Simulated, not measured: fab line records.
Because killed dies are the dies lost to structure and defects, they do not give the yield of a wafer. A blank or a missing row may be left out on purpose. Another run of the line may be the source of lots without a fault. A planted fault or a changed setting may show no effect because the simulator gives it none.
Matching of chambers    flow n5 finfet    4 sister chambers for N5_BEOL_M10_ETCH_65 on rie diel-04
The step etches SiARC in CF4, target depth 39 nm, time 65 s. 27 wafers are shown with their chamber, then 12 later ones without.

EACH WAFER AND ITS CHAMBER
wafer   chamber  showerhead plenum p Torr (Torr)  drypump motor current A (A)  throttle valve pct (%)
L075.2  3        2.20                             5.4                          15.42
L075.4  1        2.19                             5.3                          15.69
L075.6  0        2.11                             6.0                          15.15
L076.1  3        2.20                             5.3                          15.41
L076.4  0        2.11                             6.0                          15.15
L076.6  3        2.20                             5.3                          15.42
L077.1  0        2.10                             6.0                          15.18
L077.2  3        2.20                             5.3                          15.42
L077.5  0        2.10                             6.0                          15.16
L078.1  2        2.11                             6.3                          15.73
L078.3  3        2.20                             5.4                          15.43
L078.4  3        2.20                             5.4                          15.44
L081.1  3        2.20                             5.4                          15.45
L081.3  1        2.19                             5.4                          15.19
L081.4  0        2.10                             6.0                          15.19
L083.1  2        2.11                             6.2                          15.73
L083.5  1        2.19                             5.3                          15.20
L083.6  0        2.10                             6.0                          15.18
L082.3  0        2.10                             6.0                          15.18
L082.5  1        2.19                             5.3                          15.18
L082.6  0        2.10                             6.0                          15.20
L084.3  3        2.19                             5.3                          15.45
L084.5  3        2.19                             5.3                          15.45
L084.6  0        2.10                             6.0                          15.20
L087.3  1        2.18                             5.3                          15.22
L087.4  0        2.10                             6.0                          15.21
L087.6  1        2.18                             5.3                          15.23

SIGNATURES (means of the wafers above)
reading                   chamber 0  chamber 1  chamber 2  chamber 3  scatter within a chamber
showerhead plenum p Torr  2.1020     2.1867     2.1100     2.1978     0.00442
drypump motor current A   6.000      5.317      6.250      5.344      0.0393
throttle valve pct        15.1800    15.2850    15.7300    15.4322    0.0943
Rule: for a wafer and a chamber, the distance is found by dividing, reading by reading, the gap between the wafer's reading and the chamber's mean by the reading's scatter, squaring, summing and taking the root. If the next closest chamber is less than 2 further off than the closest, the wafer can't be placed; otherwise it belongs to the closest. How the scatter is found: for the shown wafers, subtract from each reading the mean of its chamber, square and add these, divide the total by (wafers less chambers), then take the root.

WAFERS WITHOUT THEIR CHAMBER
wafer   showerhead plenum p Torr (Torr)  drypump motor current A (A)  throttle valve pct (%)
L089.2  2.09                             6.0                          15.22
L089.4  2.18                             5.3                          15.24
L089.5  2.09                             6.0                          15.22
L097.1  2.19                             5.3                          15.50
L097.2  2.10                             6.3                          15.27
L097.6  2.10                             6.2                          15.29
L094.1  2.10                             6.2                          15.30
L094.2  2.18                             5.3                          15.28
L094.6  2.09                             6.0                          15.27
L095.1  2.18                             5.3                          15.49
L095.4  2.18                             5.3                          15.26
L095.6  2.09                             6.0                          15.27

WHICH CHAMBER EACH ONE RAN IN
wafer   from the rows above      in truth
L089.2  0                        0
L089.4  1                        1
L089.5  0                        0
L097.1  can't be placed: 3 or 1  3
L097.2  2                        2
L097.6  can't be placed: 0 or 2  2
L094.1  can't be placed: 2 or 0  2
L094.2  1                        1
L094.6  0                        0
L095.1  can't be placed: 1 or 3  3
L095.4  1                        1
L095.6  0                        0
Correctly placed: 8 of 12. From these rows, 4 cannot be placed; in 4 the true chamber is one of the candidates. 0 placed wrongly.
